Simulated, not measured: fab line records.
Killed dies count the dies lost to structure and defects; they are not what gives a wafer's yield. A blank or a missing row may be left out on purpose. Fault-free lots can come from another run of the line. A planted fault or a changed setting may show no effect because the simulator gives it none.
Which of the tools did it? + flow nand-harc + 24 lots, 72 wafers sampled, at 4 steps of a route of 1159

## WHAT THE GAUGES SHOWED, per wafer
NHARC_P_ZERO_WELL_CD_MEAS_24 targets a cd of 720 nm.
| lot  | measured    | on        | cd-nm (nm)        |
|------|-------------|-----------|-------------------|
| L074 | day 1 14:44 | cd-sem-01 | 716.2 719.5 720.3 |
| L075 | day 1 20:43 | cd-sem-02 | 717.0 718.2 720.0 |
| L076 | day 2 02:43 | cd-sem-03 | 721.2 720.9 718.5 |
| L077 | day 2 08:40 | cd-sem-01 | 717.5 720.1 723.2 |
| L078 | day 2 14:28 | cd-sem-01 | 719.2 720.2 718.7 |
| L079 | day 2 20:30 | cd-sem-01 | 717.5 720.2 717.9 |
| L080 | day 3 02:28 | cd-sem-01 | 722.5 721.9 716.2 |
| L081 | day 3 08:28 | cd-sem-01 | 718.8 720.5 721.9 |
| L082 | day 3 14:35 | cd-sem-02 | 718.2 719.1 716.3 |
| L083 | day 3 20:28 | cd-sem-01 | 719.2 718.4 717.9 |
| L084 | day 4 02:27 | cd-sem-02 | 715.7 718.0 716.3 |
| L085 | day 4 08:20 | cd-sem-02 | 722.7 718.2 723.6 |
| L086 | day 4 14:20 | cd-sem-03 | 719.3 718.0 718.4 |
| L087 | day 4 20:35 | cd-sem-03 | 721.1 722.0 722.1 |
| L088 | day 5 02:28 | cd-sem-02 | 718.1 718.0 719.4 |
| L089 | day 5 08:28 | cd-sem-03 | 725.0 720.9 722.9 |
| L090 | day 5 14:28 | cd-sem-03 | 718.6 717.3 717.2 |
| L091 | day 5 20:58 | cd-sem-02 | 716.8 716.0 718.1 |
| L092 | day 6 02:35 | cd-sem-03 | 717.2 717.0 718.8 |
| L093 | day 6 08:33 | cd-sem-01 | 721.4 722.4 720.8 |
| L094 | day 6 14:32 | cd-sem-01 | 724.3 723.2 721.7 |
| L095 | day 6 20:29 | cd-sem-02 | 718.0 720.8 719.5 |
| L096 | day 7 02:32 | cd-sem-01 | 721.7 717.3 721.0 |
| L097 | day 7 08:33 | cd-sem-01 | 724.6 720.4 723.9 |

NHARC_P_ZERO_WELL_CD_MEAS_37 targets a cd of 720 nm.
| lot  | measured    | on        | cd-nm (nm)        |
|------|-------------|-----------|-------------------|
| L074 | day 1 16:16 | cd-sem-03 | 721.4 721.8 717.4 |
| L075 | day 1 22:13 | cd-sem-03 | 721.6 718.7 718.3 |
| L076 | day 2 07:33 | cd-sem-01 | 720.1 719.0 720.3 |
| L077 | day 2 10:22 | cd-sem-03 | 719.2 716.5 716.1 |
| L078 | day 2 15:58 | cd-sem-01 | 722.8 722.4 718.6 |
| L079 | day 2 22:11 | cd-sem-01 | 720.7 719.9 722.5 |
| L080 | day 3 04:08 | cd-sem-01 | 720.3 722.9 719.4 |
| L081 | day 3 10:05 | cd-sem-01 | 717.1 716.3 717.4 |
| L082 | day 3 16:13 | cd-sem-01 | 719.6 723.4 721.3 |
| L083 | day 3 21:58 | cd-sem-01 | 717.9 719.7 719.9 |
| L084 | day 4 03:59 | cd-sem-02 | 716.3 720.8 719.4 |
| L085 | day 4 09:52 | cd-sem-03 | 721.8 722.0 720.4 |
| L086 | day 4 15:51 | cd-sem-01 | 719.7 719.4 721.5 |
| L087 | day 4 22:07 | cd-sem-02 | 719.8 722.7 721.0 |
| L088 | day 5 04:07 | cd-sem-03 | 720.8 720.5 723.4 |
| L089 | day 5 10:08 | cd-sem-03 | 717.3 717.8 719.1 |
| L090 | day 5 16:07 | cd-sem-01 | 720.5 721.0 722.2 |
| L091 | day 5 22:28 | cd-sem-02 | 720.6 722.4 721.9 |
| L092 | day 6 04:13 | cd-sem-03 | 720.1 717.9 718.7 |
| L093 | day 6 10:07 | cd-sem-02 | 718.7 718.7 717.2 |
| L094 | day 6 16:14 | cd-sem-02 | 718.5 719.1 721.8 |
| L095 | day 6 22:11 | cd-sem-02 | 718.1 718.8 717.0 |
| L096 | day 7 04:11 | cd-sem-01 | 721.0 718.4 720.6 |
| L097 | day 7 10:11 | cd-sem-02 | 723.0 720.1 721.5 |

NHARC_P_GATE_CD_MEAS_91 targets a cd of 2000 nm.
| lot  | measured     | on        | cd-nm (nm)           |
|------|--------------|-----------|----------------------|
| L074 | day 5 10:45  | cd-sem-02 | 2002.0 2000.0 2001.6 |
| L075 | day 5 11:38  | cd-sem-02 | 2001.2 2002.6 2000.4 |
| L076 | day 6 03:47  | cd-sem-01 | 1997.3 1997.4 1999.2 |
| L077 | day 6 03:17  | cd-sem-01 | 1998.4 2000.3 1997.1 |
| L078 | day 6 16:58  | cd-sem-02 | 2001.9 1997.5 1998.4 |
| L079 | day 7 04:55  | cd-sem-02 | 1998.4 1998.4 1999.3 |
| L080 | day 7 02:42  | cd-sem-03 | 1997.7 1998.0 1997.3 |
| L081 | day 7 02:25  | cd-sem-03 | 1999.5 1998.8 1998.9 |
| L082 | day 7 10:11  | cd-sem-03 | 2001.6 2000.7 2001.7 |
| L083 | day 7 14:35  | cd-sem-02 | 1999.7 1999.3 1998.8 |
| L084 | day 7 15:16  | cd-sem-03 | 1998.9 2000.3 2002.3 |
| L085 | day 8 15:19  | cd-sem-02 | 1999.7 1998.4 1998.6 |
| L086 | day 8 13:59  | cd-sem-01 | 1998.0 1997.7 1997.6 |
| L087 | day 8 20:16  | cd-sem-03 | 1995.8 2000.0 1998.9 |
| L088 | day 8 13:20  | cd-sem-03 | 2000.8 1999.3 1999.3 |
| L089 | day 9 00:35  | cd-sem-03 | 1999.3 1997.3 1998.0 |
| L090 | day 9 07:15  | cd-sem-02 | 1997.6 1998.7 2000.7 |
| L091 | day 9 15:22  | cd-sem-03 | 1996.1 1998.2 1995.7 |
| L092 | day 9 22:57  | cd-sem-01 | 2002.4 2000.1 2001.0 |
| L093 | day 9 23:07  | cd-sem-01 | 2001.9 2002.3 2000.2 |
| L094 | day 10 13:11 | cd-sem-02 | 1997.1 2001.2 1999.6 |
| L095 | day 10 10:32 | cd-sem-01 | 1994.7 1998.2 2000.0 |
| L096 | day 11 00:08 | cd-sem-02 | 2001.5 2001.3 2001.1 |
| L097 | day 11 08:30 | cd-sem-02 | 1997.6 1996.5 1999.3 |

## WHAT TOOL EACH LOT RAN ON (gives the tool, then ch and the chambers of the sampled wafers, and finally the start)
| lot  | NHARC_P_GATE_STRIP_101             |
|------|------------------------------------|
| L074 | rie-diel-08 ch 0,1,2, day 5 05:06  |
| L075 | rie-diel-11 ch 1,3, day 5 05:26    |
| L076 | rie-diel-13 ch 0,1,2, day 5 23:14  |
| L077 | rie-diel-08 ch 1,2, day 5 23:02    |
| L078 | rie-diel-11 ch 1,3, day 6 12:44    |
| L079 | rie-diel-08 ch 0,1,3, day 7 00:31  |
| L080 | rie-diel-11 ch 0,1,3, day 6 22:11  |
| L081 | rie-diel-11 ch 0,1,2, day 6 22:04  |
| L082 | rie-diel-11 ch 0,2, day 7 05:32    |
| L083 | rie-diel-11 ch 2,3, day 7 10:20    |
| L084 | rie-diel-13 ch 1,3, day 7 10:50    |
| L085 | rie-diel-11 ch 0,2,3, day 8 11:19  |
| L086 | rie-diel-13 ch 0,2,3, day 8 09:37  |
| L087 | rie-diel-11 ch 0,2,3, day 8 15:30  |
| L088 | rie-diel-13 ch 0,2,3, day 8 09:04  |
| L089 | rie-diel-13 ch 0,1,2, day 8 19:54  |
| L090 | rie-diel-13 ch 0,2, day 9 02:58    |
| L091 | rie-diel-11 ch 1,2,3, day 9 11:09  |
| L092 | rie-diel-11 ch 1,2,3, day 9 18:34  |
| L093 | rie-diel-11 ch 0,2,3, day 9 18:44  |
| L094 | rie-diel-11 ch 0,2, day 10 08:46   |
| L095 | rie-diel-11 ch 0,1,2, day 10 06:17 |
| L096 | rie-diel-08 ch 0,1,3, day 10 19:56 |
| L097 | rie-diel-11 ch 0,2,3, day 11 04:14 |
- NHARC_P_GATE_STRIP_101: strips in O2, time 20 s.

## AS READ BY THE TOOLS THEMSELVES (means over the sampled wafers that have a number; for cases with no such wafer, the mark the record gives instead)
NHARC_P_GATE_STRIP_101.
| lot  | tool        | drypump-motor-current-A (A) | oes-product-au (a.u.) | rf-vpp-V (V) | showerhead-plenum-p-Torr (Torr) | throttle-valve-pct (%) |
|------|-------------|-----------------------------|-----------------------|--------------|---------------------------------|------------------------|
| L074 | rie-diel-08 | 6.0                         | 1.001                 | 57.8         | 3.53                            | 17.040                 |
| L075 | rie-diel-11 | 6.4                         | 0.998                 | 57.6         | 3.54                            | 17.026                 |
| L076 | rie-diel-13 | 5.4                         | 0.996                 | 57.6         | 3.53                            | 17.031                 |
| L077 | rie-diel-08 | 5.8                         | 1.013                 | 58.1         | 3.53                            | 17.034                 |
| L078 | rie-diel-11 | 6.4                         | 1.001                 | 58.2         | 3.54                            | 17.043                 |
| L079 | rie-diel-08 | 6.1                         | 0.993                 | 57.5         | 3.49                            | 17.037                 |
| L080 | rie-diel-11 | 6.2                         | 0.997                 | 58.3         | 3.53                            | 17.034                 |
| L081 | rie-diel-11 | 6.0                         | 0.994                 | 56.9         | 3.60                            | 17.038                 |
| L082 | rie-diel-11 | 5.8                         | 0.996                 | 57.7         | 3.59                            | 17.035                 |
| L083 | rie-diel-11 | 5.5                         | 1.004                 | 57.8         | 3.61                            | 17.033                 |
| L084 | rie-diel-13 | 5.5                         | 1.010                 | 57.6         | 3.48                            | 17.034                 |
| L085 | rie-diel-11 | 5.8                         | 0.991                 | 58.5         | 3.56                            | 17.041                 |
| L086 | rie-diel-13 | 5.6                         | 0.995                 | 57.6         | 3.51                            | 17.041                 |
| L087 | rie-diel-11 | 5.8                         | 1.005                 | 59.1         | 3.56                            | 17.038                 |
| L088 | rie-diel-13 | 5.6                         | 0.999                 | 56.5         | 3.51                            | 17.033                 |
| L089 | rie-diel-13 | 5.4                         | 0.999                 | 57.8         | 3.52                            | 17.041                 |
| L090 | rie-diel-13 | 5.5                         | 0.998                 | 55.8         | 3.48                            | 17.042                 |
| L091 | rie-diel-11 | 6.0                         | 1.001                 | 57.8         | 3.57                            | 17.040                 |
| L092 | rie-diel-11 | 6.0                         | 0.999                 | 58.1         | 3.57                            | 17.048                 |
| L093 | rie-diel-11 | 5.8                         | 1.000                 | 57.6         | 3.56                            | 17.044                 |
| L094 | rie-diel-11 | 5.8                         | 0.987                 | 57.9         | 3.58                            | 17.040                 |
| L095 | rie-diel-11 | 6.0                         | 0.990                 | 58.1         | 3.59                            | 17.042                 |
| L096 | rie-diel-08 | 6.1                         | 0.995                 | 58.5         | 3.47                            | 17.041                 |
| L097 | rie-diel-11 | 5.8                         | 0.998                 | 57.6         | 3.55                            | 17.038                 |

## THE ANSWER, worked out from the rows above alone
Rule: what is usual is taken from the lots themselves. The widest of any qualifying gaps counts: lots, ordered by their means at a reading, are off when they make up no more than a third of the lots, leave a main group of 4 or more, and stand apart from it by 3 or more times the standard deviation of that group's means. A main group whose means are all the same, to the digits that the tables above print for the reading, isn't used. A lot without any number at a reading at which 4 lots or more have one is off too. All remaining lots with rows at the step are treated as sound. First the gauges in route order, then the tools' own readings, where a lot's mean is used as printed above. The first step at which some lot is off is used, and at that step the reading that is off furthest; a lot without a number counts as furthest.
No lot is off on any of the readings shown, so nothing can be concluded from this.

## WHAT WAS PUT IN BY THE SIMULATOR
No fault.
